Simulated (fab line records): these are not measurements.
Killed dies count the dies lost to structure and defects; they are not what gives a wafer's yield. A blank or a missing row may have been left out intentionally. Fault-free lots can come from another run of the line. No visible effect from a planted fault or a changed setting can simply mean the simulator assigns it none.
Which of the tools did it? | flow nand_harc | 24 lots (72 wafers sampled), 1 step of a 1302-step route

## WHAT EACH GAUGE READ, for each wafer
NHARC_A_SIN_REMOVE_INSPECT_04.
lot  | measured     | on                | raw_defect_count
L074 | day 20 02:40 | defect_inspect-02 | 432 544 590
L075 | day 20 19:20 | defect_inspect-02 | 332 458 426
L076 | day 20 19:21 | defect_inspect-01 | 324 444 398
L077 | day 21 01:59 | defect_inspect-01 | 443 440 501
L078 | day 21 20:09 | defect_inspect-01 | 376 307 336
L080 | day 22 06:04 | defect_inspect-02 | 321 328 352
L079 | day 22 06:04 | defect_inspect-01 | 314 326 345
L081 | day 22 22:19 | defect_inspect-01 | 506 446 447
L082 | day 23 19:27 | defect_inspect-01 | 442 511 497
L084 | day 24 02:44 | defect_inspect-02 | 438 452 483
L083 | day 24 02:44 | defect_inspect-01 | 358 337 367
L085 | day 24 16:22 | defect_inspect-02 | 366 360 362
L086 | day 24 16:22 | defect_inspect-01 | 376 389 328
L089 | day 25 16:20 | defect_inspect-01 | 302 308 333
L088 | day 25 19:49 | defect_inspect-02 | 399 379 583
L087 | day 25 19:49 | defect_inspect-01 | 355 423 347
L091 | day 26 21:48 | defect_inspect-02 | 416 497 576
L090 | day 27 09:57 | defect_inspect-02 | 349 397 405
L092 | day 28 03:54 | defect_inspect-01 | 325 395 287
L094 | day 28 05:58 | defect_inspect-01 | 349 454 374
L093 | day 28 09:13 | defect_inspect-01 | 317 265 319
L096 | day 28 21:26 | defect_inspect-02 | 391 353 355
L095 | day 28 21:28 | defect_inspect-01 | 318 252 273
L097 | day 29 16:32 | defect_inspect-01 | 436 359 336

## EACH LOT AND THE TOOL THAT RAN IT (in order: tool; ch and the chambers of the sampled wafers; start)
No process step before these readings appears in the record.

## AS READ BY THE TOOLS THEMSELVES (means over the sampled wafers that have a number; for cases with no such wafer, the mark the record gives instead)
The record holds no such reading with a usual standard deviation.

## THE ANSWER, worked out from the rows above alone
Rule: the lots themselves supply what counts as usual. Put in order of their means at a reading, lots are off if they are a third of the lots or fewer, leave a main group of 4 or more, and stand apart from it by a gap of 3 or more times the standard deviation of the main group's means; of several such gaps the widest counts. Not used: any main group whose means are identical at the precision the tables above print for the reading. Also off: a lot with no number at a reading for which 4 or more lots have one. All remaining lots with rows at the step are treated as sound. Order of review: gauges by route order, followed by the tools' own readings, for which a lot's mean as printed above is used. The first step at which some lot is off is used, and at that step the reading that is off furthest; a lot without a number counts as furthest.
No lot is off on any of the readings shown, so nothing can be concluded from this.

## WHAT HAD BEEN PUT IN BY THE SIMULATOR
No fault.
